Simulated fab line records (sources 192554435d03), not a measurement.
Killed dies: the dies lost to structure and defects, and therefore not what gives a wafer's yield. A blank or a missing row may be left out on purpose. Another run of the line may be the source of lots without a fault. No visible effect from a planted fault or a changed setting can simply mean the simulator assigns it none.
Lot-split experiment + flow n5-finfet + route with 1938 steps; 7 lots, 39 wafers read

## SPLIT DETAILS
At N5_BEOL_M6_HM_DEP_02 (deposits TiN, target thk 20 nm), the setting target-thk-a was moved away from the recipe's 200 angstrom on 18 of the 39 wafers read, by -42.0% to +52.1%. All remaining wafers had this setting at the recipe value.

## FROM THE SPLIT TO THE READING: what the file shows between them, 4 steps
- N5_BEOL_M6_COAT_59: time 60 s, resist thk 100 nm
- N5_BEOL_M6_COAT_60: time 60 s, resist thk 35 nm
- N5_BEOL_M6_STRIP_68: strips in N2/H2
- N5_BEOL_M6_STRIP_67: strips in CF4

## THE READING
etch.depth-nm (the simulator's own value, which no gauge read), in nm, at N5_BEOL_M6_HM_OPEN_17 (chemistry Cl2/BCl3, target TiN, target depth 20 nm, overetch 6 nm). The file gives no usual value for it. Across the 21 wafers here that went through the recipe, the average is 19.90 nm and the standard deviation 0.38 nm.

| wafer  | tool, chamber at the split | target-thk-a as run, angstrom | against the recipe | etch.depth-nm, nm | against lot-mates on the recipe |
|--------|----------------------------|-------------------------------|--------------------|-------------------|---------------------------------|
| L076.1 | pvd-sputter-03, -          | 237.3                         | +18.7%             | 24.32             | +3.82                           |
| L076.2 | pvd-sputter-03, -          | 200                           | recipe             | 20.69             | -                               |
| L076.3 | pvd-sputter-03, -          | 200                           | recipe             | 20.59             | -                               |
| L076.4 | pvd-sputter-03, -          | 200                           | recipe             | 20.23             | -                               |
| L076.5 | pvd-sputter-03, -          | 237.3                         | +18.7%             | 24.05             | +3.55                           |
| L076.6 | pvd-sputter-03, -          | 237.3                         | +18.7%             | 24.02             | +3.52                           |
| L078.1 | pvd-sputter-03, -          | 257.1                         | +28.6%             | 25.45             | +5.58                           |
| L078.2 | pvd-sputter-03, -          | 257.1                         | +28.6%             | 24.82             | +4.95                           |
| L078.3 | pvd-sputter-03, -          | 257.1                         | +28.6%             | 24.97             | +5.10                           |
| L078.4 | pvd-sputter-03, -          | 200                           | recipe             | 19.71             | -                               |
| L078.5 | pvd-sputter-03, -          | 200                           | recipe             | 20.07             | -                               |
| L078.6 | pvd-sputter-03, -          | 200                           | recipe             | 19.83             | -                               |
| L080.1 | pvd-sputter-03, -          | 295.1                         | +47.6%             | 25                | +4.78                           |
| L080.2 | pvd-sputter-03, -          | 200                           | recipe             | 20.2              | -                               |
| L080.3 | pvd-sputter-03, -          | 295.1                         | +47.6%             | 25.17             | +4.95                           |
| L080.4 | pvd-sputter-03, -          | 200                           | recipe             | 19.95             | -                               |
| L080.5 | pvd-sputter-03, -          | 295.1                         | +47.6%             | 25.61             | +5.39                           |
| L080.6 | pvd-sputter-03, -          | 200                           | recipe             | 20.52             | -                               |
| L089.1 | pvd-sputter-01, -          | 200                           | recipe             | 19.34             | -                               |
| L089.2 | pvd-sputter-01, -          | 304.1                         | +52.1%             | 25.31             | +5.95                           |
| L089.3 | pvd-sputter-01, -          | 200                           | recipe             | 19.52             | -                               |
| L089.4 | pvd-sputter-01, -          | 304.1                         | +52.1%             | 25.35             | +5.99                           |
| L089.5 | pvd-sputter-01, -          | 200                           | recipe             | 19.23             | -                               |
| L089.6 | pvd-sputter-01, -          | 304.1                         | +52.1%             | 25.39             | +6.03                           |
| L091.3 | pvd-sputter-01, -          | 200                           | recipe             | 20                | -                               |
| L091.4 | pvd-sputter-01, -          | 200                           | recipe             | 19.71             | -                               |
| L091.5 | pvd-sputter-01, -          | 200                           | recipe             | 19.79             | -                               |
| L093.1 | pvd-sputter-01, -          | 200                           | recipe             | 19.67             | -                               |
| L093.2 | pvd-sputter-01, -          | 116                           | -42.0%             | 11.17             | -8.50                           |
| L093.3 | pvd-sputter-01, -          | 200                           | recipe             | 19.71             | -                               |
| L093.4 | pvd-sputter-01, -          | 116                           | -42.0%             | 11.3              | -8.37                           |
| L093.5 | pvd-sputter-01, -          | 200                           | recipe             | 19.63             | -                               |
| L093.6 | pvd-sputter-01, -          | 116                           | -42.0%             | 11.42             | -8.25                           |
| L095.1 | pvd-sputter-03, -          | 127.5                         | -36.3%             | 12.36             | -7.50                           |
| L095.2 | pvd-sputter-03, -          | 127.5                         | -36.3%             | 12.98             | -6.88                           |
| L095.3 | pvd-sputter-03, -          | 200                           | recipe             | 20.1              | -                               |
| L095.4 | pvd-sputter-03, -          | 200                           | recipe             | 19.68             | -                               |
| L095.5 | pvd-sputter-03, -          | 127.5                         | -36.3%             | 12.69             | -7.17                           |
| L095.6 | pvd-sputter-03, -          | 200                           | recipe             | 19.81             | -                               |

THE FIT
A straight line over all 39 wafers: etch.depth-nm changes by +0.154 nm for each +1% of target-thk-a; r = +0.96; the points scatter about the line by 1.2 nm.
The same after taking each lot's own level away (the mean of its wafers on the recipe; 39 wafers): +0.153 nm for each +1%; r = +0.97; scatter 1.1 nm.
Per that fit: largest target-thk-a move, reading shift of 8 nm.
Measured against the standard deviation above, the lots' own levels, which go from 19.363 to 20.503 nm, span 3.0 times it.
Consequently the slope shifts little with the lot-to-lot level, the two slopes agreeing.
Check: +7.69 nm against its lot-mates is what the line predicts for one of the wafers moved furthest among these (+52.1%) when that wafer is left out of the fit. It came out at +5.95 nm against them.

## OTHER SPLITS ON THESE WAFERS
These wafers also went through other splits before the reading. Each is held against what the fit with the lots' levels taken away leaves over:
| other split on the same wafers          | wafers away from the commonest value | r with etch.depth-nm (lot level and that fit taken away) |
|-----------------------------------------|--------------------------------------|----------------------------------------------------------|
| N5_ZERO_LAYER_DEVELOP_10 develop-time-s | 15                                   | +0.06                                                    |
| N5_FIN_SAQP_HM_DEP_72 target-thk-a      | 9                                    | -0.13                                                    |
| N5_DUMMY_GATE_CVD_03 target-thk-a       | 24                                   | -0.25                                                    |
| N5_GATE_CUT_ALD_22 ald-cycles           | 15                                   | -0.26                                                    |
| N5_BEOL_M1_VIA_ETCH_34 time-s           | 15                                   | +0.33                                                    |
| N5_BEOL_M2_CVD_47 target-thk-a          | 15                                   | +0.07                                                    |

## THE WHOLE CHAIN: every reading that the file lists as answering this split, in the file's order
| step                   | what it does                                                      | reading                                                                          | change (the file's fit)                                                          | r (the file's) |
|------------------------|-------------------------------------------------------------------|----------------------------------------------------------------------------------|----------------------------------------------------------------------------------|----------------|
| N5_BEOL_M6_HM_DEP_02   | deposits TiN, target thk 20 nm                                    | TiN_of_BEOL_M6_HM_DEP_02.thk-nm (the simulator's own value, which no gauge read) | +0.2 nm for each +1% of the setting                                              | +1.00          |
| N5_BEOL_M6_HM_OPEN_17  | chemistry Cl2/BCl3, target TiN, target depth 20 nm, overetch 6 nm | etch.depth-nm (the simulator's own value, which no gauge read)                   | +0.15 nm for each +1% of the setting                                             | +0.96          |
| N5_BEOL_M6_OCD_MEAS_38 |                                                                   | trench-depth-nm                                                                  | not straight: 93.1 at the lowest setting, 92.6 at the recipe, 2.7 at the highest | not given      |

## FILE'S OWN FIT
etch.depth-nm changes by +0.15 nm for each +1% of target-thk-a, r = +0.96.
